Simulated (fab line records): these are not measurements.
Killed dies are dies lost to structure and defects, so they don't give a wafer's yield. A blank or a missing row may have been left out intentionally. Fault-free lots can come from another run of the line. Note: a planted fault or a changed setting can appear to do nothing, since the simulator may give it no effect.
Matching of chambers || flow nand_harc || NHARC_P_M0_PRE_CLEAN_31 on pecvd-01 has 3 sister chambers
The step time 12 s. 6 wafers are shown with their chamber, then 8 later ones without.

## EACH WAFER AND ITS CHAMBER
{"wafer": "L082.3", "chamber": 2, "heater_power_outer_w (W)": 348, "heater_power_w (W)": 625}
{"wafer": "L083.2", "chamber": 2, "heater_power_outer_w (W)": 359, "heater_power_w (W)": 636}
{"wafer": "L086.2", "chamber": 1, "heater_power_outer_w (W)": 385, "heater_power_w (W)": 659}
{"wafer": "L086.5", "chamber": 0, "heater_power_outer_w (W)": 350, "heater_power_w (W)": 613}
{"wafer": "L086.6", "chamber": 1, "heater_power_outer_w (W)": 379, "heater_power_w (W)": 670}
{"wafer": "L089.3", "chamber": 0, "heater_power_outer_w (W)": 384, "heater_power_w (W)": 667}

## WAFERS WITHOUT THEIR CHAMBER
{"wafer": "L089.4", "heater_power_outer_w (W)": 390, "heater_power_w (W)": 670}
{"wafer": "L089.6", "heater_power_outer_w (W)": 383, "heater_power_w (W)": 682}
{"wafer": "L090.2", "heater_power_outer_w (W)": 354, "heater_power_w (W)": 647}
{"wafer": "L090.4", "heater_power_outer_w (W)": 316, "heater_power_w (W)": 599}
{"wafer": "L090.5", "heater_power_outer_w (W)": 370, "heater_power_w (W)": 632}
{"wafer": "L091.2", "heater_power_outer_w (W)": 344, "heater_power_w (W)": 604}
{"wafer": "L091.3", "heater_power_outer_w (W)": 354, "heater_power_w (W)": 649}
{"wafer": "L091.5", "heater_power_outer_w (W)": 371, "heater_power_w (W)": 647}

## CHAMBER TAKEN BY EACH
{"wafer": "L089.4", "from the rows above": "can't be placed: 1 or 0", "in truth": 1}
{"wafer": "L089.6", "from the rows above": "can't be placed: 1 or 0", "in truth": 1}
{"wafer": "L090.2", "from the rows above": "can't be placed: 2 or 0 or 1", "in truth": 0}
{"wafer": "L090.4", "from the rows above": "can't be placed: 2 or 0", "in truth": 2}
{"wafer": "L090.5", "from the rows above": "can't be placed: 0 or 2 or 1", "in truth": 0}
{"wafer": "L091.2", "from the rows above": "can't be placed: 2 or 0", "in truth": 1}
{"wafer": "L091.3", "from the rows above": "can't be placed: 2 or 0 or 1", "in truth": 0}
{"wafer": "L091.5", "from the rows above": "can't be placed: 0 or 1 or 2", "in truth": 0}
Correctly placed: 0 of 8. Unplaceable from these rows: 8, with the true chamber sitting among the candidates in 7. Placed wrongly: 0.
How it was worked out, from the rows above alone: a wafer's distance from a chamber is the root of the sum, over the readings, of the square of ((its reading less the chamber's mean) divided by the reading's scatter). The wafer belongs to the nearest chamber; if the next one is less than 2 further off, it can't be placed. For every chamber, the mean is computed from those of its wafers that are shown. The scatter: the root of (the sum of the squares of (reading less its chamber's mean) over the shown wafers, divided by (wafers less chambers)).
